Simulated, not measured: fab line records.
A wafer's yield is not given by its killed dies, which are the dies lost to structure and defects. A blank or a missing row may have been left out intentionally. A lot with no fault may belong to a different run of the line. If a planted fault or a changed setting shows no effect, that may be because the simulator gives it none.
Chamber matching    flow n5-finfet    N5_DUMMY_GATE_STRIP_41 on rie-diel-03: 4 sister chambers
The step strips in O2. 14 wafers are shown with their chamber, then 7 later ones without.

== WAFERS, EACH WITH ITS CHAMBER ==
wafer   chamber  showerhead-plenum-p-Torr (Torr)  drypump-motor-current-A (A)  throttle-valve-pct (%)
L075.2  1        2.15                             5.2                          16.94
L075.5  2        2.08                             5.7                          16.96
L075.6  1        2.15                             5.2                          16.95
L076.2  2        2.08                             5.7                          16.97
L076.3  3        2.16                             5.7                          16.83
L076.4  1        2.14                             5.2                          16.94
L077.2  2        2.08                             5.7                          16.98
L077.4  3        2.16                             5.7                          16.84
L077.5  1        2.14                             5.2                          16.94
L084.2  2        2.07                             5.7                          17.01
L084.5  1        2.14                             5.2                          16.98
L084.6  0        2.02                             5.4                          16.94
L085.1  0        2.02                             5.5                          16.94
L085.2  3        2.16                             5.6                          16.88

SIGNATURES (means of the wafers above)
reading                   chamber 0  chamber 1  chamber 2  chamber 3  scatter within a chamber
showerhead-plenum-p-Torr  2.0200     2.1440     2.0775     2.1600     0.00442
drypump-motor-current-A   5.450      5.200      5.700      5.667      0.0342
throttle-valve-pct        16.9400    16.9500    16.9800    16.8500    0.02
Rule: for each reading, subtract the chamber's mean from the wafer's reading, divide by that reading's scatter and square the result; add these up over the readings and take the root, which gives the wafer's distance from the chamber. If the next closest chamber is less than 2 further off than the closest, the wafer can't be placed; otherwise it belongs to the closest. The scatter: the root of (the sum of the squares of (reading less its chamber's mean) over the shown wafers, divided by (wafers less chambers)).

== WAFERS WITHOUT THEIR CHAMBER ==
wafer   showerhead-plenum-p-Torr (Torr)  drypump-motor-current-A (A)  throttle-valve-pct (%)
L085.3  2.14                             5.2                          16.96
L085.4  2.07                             5.7                          17.01
L085.5  2.07                             5.7                          17.02
L085.6  2.14                             5.2                          16.97
L092.1  2.07                             5.7                          17.02
L092.3  2.15                             5.7                          16.90
L092.5  2.01                             5.5                          16.96

== WHICH CHAMBER EACH ONE RAN IN ==
wafer   from the rows above  in truth
L085.3  1                    1
L085.4  2                    2
L085.5  2                    2
L085.6  1                    1
L092.1  2                    2
L092.3  3                    3
L092.5  0                    0
Placed correctly: 7 of 7. Left unplaced by these rows: 0. Wrongly placed: 0.
